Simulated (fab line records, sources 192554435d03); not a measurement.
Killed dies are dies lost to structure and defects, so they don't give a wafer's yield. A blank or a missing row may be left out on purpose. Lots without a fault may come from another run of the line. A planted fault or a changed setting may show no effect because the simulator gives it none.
fab line records | flow n5_finfet
record lots=6 wafers=18 last_day=19
route steps=1938 shown HKMG_FIN@423 PASSIVATION@1936
lots that met no fault: from a run of the same line without faults
start_h: hours from the record's first day to the start of the lot's first wafer shown | wait_h: hours since the lot's step before | " the same as in the row above | L1.1+2: a row that stands for several wafers | - no value, or no start given | * or withheld: withheld | < > ~ a bound
route shown NAME@n: a module of which the file shows steps, and the number in the route of the first | usual: mean/standard deviation of fault-free wafers | same: alike in all rows | chamber/n: place in a boat | sites: the reading at each site | _std_site: their standard deviation | _edge_site: outer sites' mean less inner sites' | radius_mm: how far each site lies from the wafer's centre | mask NAME#n: copy n | behind: the tool/chamber that last shaped the wafer | hold: why the lot was held/for how many hours/how that ended | device: the transistor (n, p or np) that didn't switch | end of line: the same wafers' tests at the end of the route | a step without rows: its recipe alone | killed: dies lost to structure and defects at the first sort, not the wafer's yield | map: a wafer's dies, x killed, . not, _ none there
set.NAME: the setting as run; set.NAME@STEP: as run at that earlier step | model.NAME: the simulator's own value behind a step, which no gauge read
lots at some steps of the route; a table a step, a row a wafer
## steps
# step N5_HKMG_FIN_COAT_30
# recipe resist=SiARC temp_c=220 time_s=60 spin_rpm=1500 resist_thk_nm=35
# step N5_HKMG_FIN_COAT_06
# recipe resist=CAR-ArF spin_rpm=1500 resist_thk_nm=90
# step N5_HKMG_FIN_EBR_08
# recipe solvent=PGMEA ebr_width_mm=1.5
# step N5_HKMG_FIN_SOFTBAKE_07
# recipe temp_c=110 time_s=60 resist=CAR-ArF
# step N5_HKMG_FIN_EXPOSE_09
# recipe mask_id=NWFM na=1.35 source_shape=conventional sigma_outer=0.8 polarization=unpolarized target_cd_nm=98 dose_mj=39.25
# step N5_HKMG_FIN_PEB_10
# recipe peb_temp_c=withheld peb_time_s=60 resist=CAR-ArF
# step N5_HKMG_FIN_DEVELOP_11
# recipe develop_time_s=30 developer=TMAH resist=CAR-ArF dev_temp_c=23 rinse_liquid=diw dry=air_spin
# step N5_HKMG_FIN_CD_MEAS_12
# recipe target_cd_nm=92.8 landing_energy_ev=500 detector=se_inlens
# usual cd_nm=93.6/0.87
# columns lot.wafer tool chamber start_h wait_h cd_nm
L661.3 cd_sem-02 0 135.10 - 93.1
L661.4 " 0 " " 92.3
L661.5 " 0 " " 92.5
L662.2 cd_sem-02 0 147.11 - 93.2
L662.4 " 0 " " 96.0
L662.5 " 0 " " 94.3
L668.2 cd_sem-02 0 173.79 - 92.3
L668.3 " 0 " " 92.8
L668.5 " 0 " " 93.0
L669.2 cd_sem-02 0 185.21 - 93.4
L669.5 " 0 " " 92.8
L669.6 " 0 " " 95.4
L674.1 cd_sem-01 0 210.76 - 93.5
L674.2 " 0 " " 95.5
L674.6 " 0 " " 94.3
L675.3 cd_sem-02 0 216.26 - 93.2
L675.4 " 0 " " 95.0
L675.6 " 0 " " 94.8
# step N5_HKMG_FIN_OVL_MEAS_13
# recipe points_per_wafer=44
# usual NWFM_OVL=0.0/0.72
# columns lot.wafer tool chamber start_h wait_h NWFM_OVL[nm]
L661.3 overlay-02 0 135.12 0.0 -1.3
L661.4 " 0 " " 0.1
L661.5 " 0 " " -1.2
L662.2 overlay-02 0 147.14 0.0 1.7
L662.4 " 0 " " 0.4
L662.5 " 0 " " -0.5
L668.2 overlay-02 0 173.82 0.0 1.2
L668.3 " 0 " " 0.3
L668.5 " 0 " " 0.0
L669.2 overlay-02 0 185.24 0.0 -0.5
L669.5 " 0 " " 0.9
L669.6 " 0 " " -1.1
L674.1 overlay-02 0 210.79 0.0 -0.2
L674.2 " 0 " " 0.4
L674.6 " 0 " " -0.1
L675.3 overlay-01 0 216.29 0.0 0.2
L675.4 " 0 " " -0.2
L675.6 " 0 " " -0.3
# step N5_HKMG_FIN_INSPECT_14
# recipe mode=adi inspect_instrument=macro
# usual raw_defect_count=2/1.4
# columns lot.wafer tool chamber start_h wait_h raw_defect_count
L661.3 defect_inspect-01 - 135.15 0.0 5
L661.4 " - " " 4
L661.5 " - " " 2
L662.2 defect_inspect-01 - 147.16 0.0 2
L662.4 " - " " 3
L662.5 " - " " 0
L668.2 defect_inspect-02 - 173.84 0.0 5
L668.3 " - " " 1
L668.5 " - " " 2
L669.2 defect_inspect-02 - 185.27 0.0 3
L669.5 " - " " 2
L669.6 " - " " 2
L674.1 defect_inspect-01 - 210.82 0.0 1
L674.2 " - " " 3
L674.6 " - " " 2
L675.3 defect_inspect-02 - 216.31 0.0 1
L675.4 " - " " 1
L675.6 " - " " 1
# step N5_HKMG_FIN_DESCUM_17
# recipe chemistry=O2 time_s=7.9 source_power_w=50 bias_power_w=20 pressure_mtorr=20 rf_frequency_hz=2.712e+07 temp_c=40 resist=CAR-ArF o2_flow_sccm=225
# usual drypump_motor_current_A=5.9/0.42 oes_product_au=0.79/0.075 rf_vpp_V=243.3/1.1 showerhead_plenum_p_Torr=2.10/0.062 throttle_valve_pct=20.4/0.33
# columns lot.wafer tool chamber start_h wait_h drypump_motor_current_A oes_product_au rf_hours_counter_h rf_vpp_V showerhead_plenum_p_Torr throttle_valve_pct
L661.3 rie_diel-06 0 135.18 0.0 5.7 0.81 106 245.3 2.20 20.4
L661.4 " 2 " " 5.4 0.75 177 243.8 2.08 20.3
L661.5 " 1 " " 6.5 0.71 - 245.4 2.12 20.5
L662.2 rie_diel-03 3 147.45 0.3 6.3 0.87 67 241.9 2.02 19.9
L662.4 " 0 " " 6.1 0.72 163 242.7 2.12 21.0
L662.5 " 1 " " 5.5 0.83 - 243.2 2.13 20.6
L668.2 rie_diel-06 3 173.87 0.0 5.3 0.85 35 242.9 2.14 20.4
L668.3 " 2 " " 5.4 0.74 191 243.2 2.08 20.3
L668.5 " 2 " " 5.3 0.74 - 243.1 2.08 20.3
L669.2 rie_diel-06 1 185.30 0.0 6.5 0.69 240 243.6 2.12 20.5
L669.5 " 3 " " 5.3 0.83 - 244.5 2.14 20.4
L669.6 " 2 " " 5.4 0.73 - 244.4 2.08 20.3
L674.1 rie_diel-01 1 210.92 0.1 6.0 0.72 181 242.7 1.98 20.3
L674.2 " 3 " " 6.1 0.68 236 243.2 2.08 21.0
L674.6 " 3 " " 6.1 0.69 - 242.4 2.08 21.0
L675.3 rie_diel-01 0 216.34 0.0 6.5 0.77 155 244.0 2.18 20.6
L675.4 " 2 " " 6.2 0.90 43 244.7 2.14 20.6
L675.6 " 0 " " 6.5 0.77 - 244.2 2.18 20.6
# step N5_HKMG_FIN_ETCH_31
# recipe chemistry=CF4 target=SiARC target_depth_a=455 mask_material=CAR-ArF time_s=75.8 ion_energy_ev=80 pressure_mtorr=40 source_w=545 bias_w=36 Ar_flow_sccm=100 cf4_flow_sccm=100 ends=cleared
# usual cf4_flow_sccm=100.0/0.31 drypump_motor_current_A=5.9/0.42 etch_rf_on_time_s=76.7/2.6 oes_product_au=0.66/0.06 rf_fwd_power_W=539.6/2 rf_vpp_V=184.2/1.1 showerhead_plenum_p_Torr=2.15/0.057 throttle_valve_pct=15.65/0.21
# columns lot.wafer tool chamber start_h wait_h cf4_flow_sccm drypump_motor_current_A etch_rf_on_time_s oes_product_au rf_fwd_power_W rf_hours_counter_h rf_vpp_V showerhead_plenum_p_Torr throttle_valve_pct
L661.3 rie_diel-06 0 135.22 0.0 99.9 5.7 73.7 0.69 542.9 106 186.4 2.26 15.67
L661.4 " 2 " " 100.0 5.4 77.8 0.64 541.2 177 183.0 2.13 15.54
L661.5 " 1 " " 100.4 6.5 77.6 0.60 538.8 - 185.2 2.20 15.89
L662.2 rie_diel-03 3 147.48 0.0 99.9 6.3 76.8 0.72 534.5 67 182.7 2.09 15.24
L662.4 " 0 " " 100.4 6.1 73.7 0.62 539.0 163 182.4 2.14 15.91
L662.5 " 1 " " 100.5 5.4 75.9 0.72 538.3 - 184.7 2.18 15.77
L668.2 rie_diel-06 3 173.91 0.0 101.0 5.3 81.2 0.71 536.3 35 185.8 2.19 15.56
L668.3 " 2 " " 99.7 5.4 79.0 0.62 541.5 191 184.0 2.12 15.56
L668.5 " 2 " " 100.0 5.3 79.4 0.62 542.0 - 184.4 2.12 15.56
L669.2 rie_diel-06 1 185.34 0.0 100.0 6.5 78.6 0.59 537.4 240 185.1 2.19 15.93
L669.5 " 3 " " 100.2 5.2 79.6 0.70 537.5 - 184.8 2.19 15.58
L669.6 " 2 " " 100.0 5.4 78.4 0.63 539.3 - 184.3 2.12 15.59
L674.1 rie_diel-01 1 210.96 0.0 99.8 6.0 78.0 0.60 538.9 181 182.9 2.04 15.65
L674.2 " 3 " " 100.7 6.1 72.6 0.61 539.8 236 183.3 2.11 15.96
L674.6 " 3 " " 100.6 6.1 71.8 0.62 540.2 - 183.4 2.11 15.96
L675.3 rie_diel-01 0 216.38 0.0 99.9 6.5 80.8 0.64 541.9 155 183.2 2.23 15.76
L675.4 " 2 " " 100.3 6.3 75.1 0.75 539.3 43 185.4 2.18 15.67
L675.6 " 0 " " 100.2 6.5 80.0 0.64 543.1 - 184.0 2.23 15.76
# step N5_HKMG_FIN_ETCH_32
# recipe chemistry=N2/H2 target=SOC target_depth_a=2400 temp_c=40 time_s=300 ion_energy_ev=200 mask_material=SiARC pressure_mtorr=30 source_w=840 bias_w=150 n2_flow_sccm=200 h2_flow_sccm=200
# usual drypump_motor_current_A=5.9/0.42 n2_flow_sccm=199.9/0.63 oes_product_au=0.77/0.069 rf_fwd_power_W=838.1/2.3 rf_vpp_V=524.2/2 showerhead_plenum_p_Torr=2.55/0.072 throttle_valve_pct=17.83/0.23
# columns lot.wafer tool chamber start_h wait_h drypump_motor_current_A n2_flow_sccm oes_product_au rf_fwd_power_W rf_hours_counter_h rf_vpp_V showerhead_plenum_p_Torr throttle_valve_pct model.HKMG_FIN.feature_depth_nm model.etch.depth_nm model.SiARC_of_HKMG_FIN_COAT_30.thk_nm
L661.3 rie_diel-06 0 135.27 0.0 5.7 199.6 0.79 839.3 106 527.1 2.65 17.63 240.2 240.2 21.8
L661.4 " 2 " " 5.4 200.6 0.73 838.6 178 523.2 2.54 17.78 228.2 228.2 22.2
L661.5 " 1 " " 6.5 199.9 0.70 838.2 - 526.0 2.62 18.19 233.2 233.2 21.4
L662.2 rie_diel-03 3 147.54 0.0 6.3 199.2 0.84 839.3 67 523.0 2.47 17.39 236 236.1 21.6
L662.4 " 0 " " 6.1 199.9 0.74 838.8 163 524.1 2.50 17.92 243.4 243.4 21.6
L662.5 " 1 " " 5.5 199.4 0.82 834.8 - 524.7 2.59 17.96 230.4 230.4 21.6
L668.2 rie_diel-06 3 173.96 0.0 5.2 200.1 0.55 332.1 35 705.6 2.58 17.67 105 105.1 27.8
L668.3 " 2 " " 5.4 200.5 0.49 336.3 191 703.8 2.54 17.77 106.6 106.6 27.6
L668.5 " 2 " " 5.4 200.9 0.48 334.2 - 702.5 2.54 17.77 106 106.1 27.6
L669.2 rie_diel-06 1 185.39 0.0 6.5 199.7 0.46 332.0 240 704.9 2.61 18.18 107.2 107.3 27.4
L669.5 " 3 " " 5.3 198.8 0.55 335.4 - 707.2 2.58 17.68 105.2 105.2 27.8
L669.6 " 2 " " 5.4 199.7 0.48 329.4 - 702.2 2.53 17.76 104.8 104.9 27.6
L674.1 rie_diel-01 1 211.01 0.0 6.0 200.2 0.70 836.8 182 522.3 2.40 17.65 234.2 234.2 21.6
L674.2 " 3 " " 6.1 200.2 0.72 838.3 236 522.7 2.51 18.23 252.8 252.9 19.8
L674.6 " 3 " " 6.1 198.9 0.73 842.4 - 523.4 2.51 18.23 252.4 252.5 20
L675.3 rie_diel-01 0 216.43 0.0 6.5 199.7 0.74 836.5 155 526.8 2.64 17.96 223.4 223.4 22.2
L675.4 " 2 " " 6.3 201.3 0.88 835.8 43 525.5 2.59 17.85 239.2 239.3 21.2
L675.6 " 0 " " 6.5 198.9 0.74 837.7 - 527.0 2.64 17.97 225 225 22.2
# step N5_HKMG_FIN_STRIP_33
# recipe chemistry=N2/H2 temp_c=40 n2_flow_sccm=200 h2_flow_sccm=200 rf_frequency_hz=6e+07
# step N5_PASSIVATION_PROBE_49
# usual killed_at_M0_to_M3=33/11 killed_at_M4_up=13/5.2 killed_at_contacts=11/5.7 killed_at_front_end=39/11 killed_at_other=4/3 killed_dies=101/20 killed_open=66/15 killed_short=33/8.4
# same gross_dies=1180 killed_at_back_side=0
# columns lot.wafer tool chamber start_h wait_h killed_at_M0_to_M3 killed_at_M4_up killed_at_contacts killed_at_front_end killed_at_other killed_dies killed_open killed_short
L669.5 prober-02 - 382.22 0.2 35 7 4 66 9 121 55 53
# killed by level:class
L669.5 FIN_SAQP:geometric_particle:open=17 FIN_SAQP:geometric_particle:short=14 BEOL_M0_SAQP:geometric_particle:short=14 HKMG_FIN:area_etch=13 BEOL_M0_SAQP:geometric_particle:open=8 GATE_CUT:geometric_particle:open=4 GATE_CUT:geometric_particle:short=4 BEOL_M2:geometric_particle:short=4
## key
first_sign step=N5_HKMG_FIN_ETCH_32 reading=rf_fwd_power_W direction=down sigmas=99+ usual=* struck=*
effect step=N5_HKMG_FIN_ETCH_32 reading=rf_vpp_V direction=up sigmas=91 usual=524.2 struck=704.4
model_effect step=N5_HKMG_FIN_ETCH_32 value=HKMG_FIN.feature_depth_nm without=225.8 struck=105.8
met_at N5_HKMG_FIN_ETCH_32
struck_wafers L668.2,L668.3,L668.5,L669.2,L669.5,L669.6
tester_left_out L668,L669
baseline_loss step=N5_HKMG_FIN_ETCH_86 wafers=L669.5
onset_between 135.27 173.96
fault kind=process_parameter_drift tool=rie_diel-06 chamber=- onset_h=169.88 steps=N5_HKMG_FIN_ETCH_32 channel=source_w offset=-504 shape=step end_h=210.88 acts_in=these_recipes_only stated=840
# tester_left_out: of these lots the tester's yield and bins aren't shown, on N5 and GAA mostly nor the transistor test; their killed dies are dies lost to structure and defects alone, not to doping, threshold or leakage, so they don't give the yield
# baseline_loss: these wafers lose ten dies or more at that step, a loss of the line's own and not of a fault; the sort's usual values leave them out
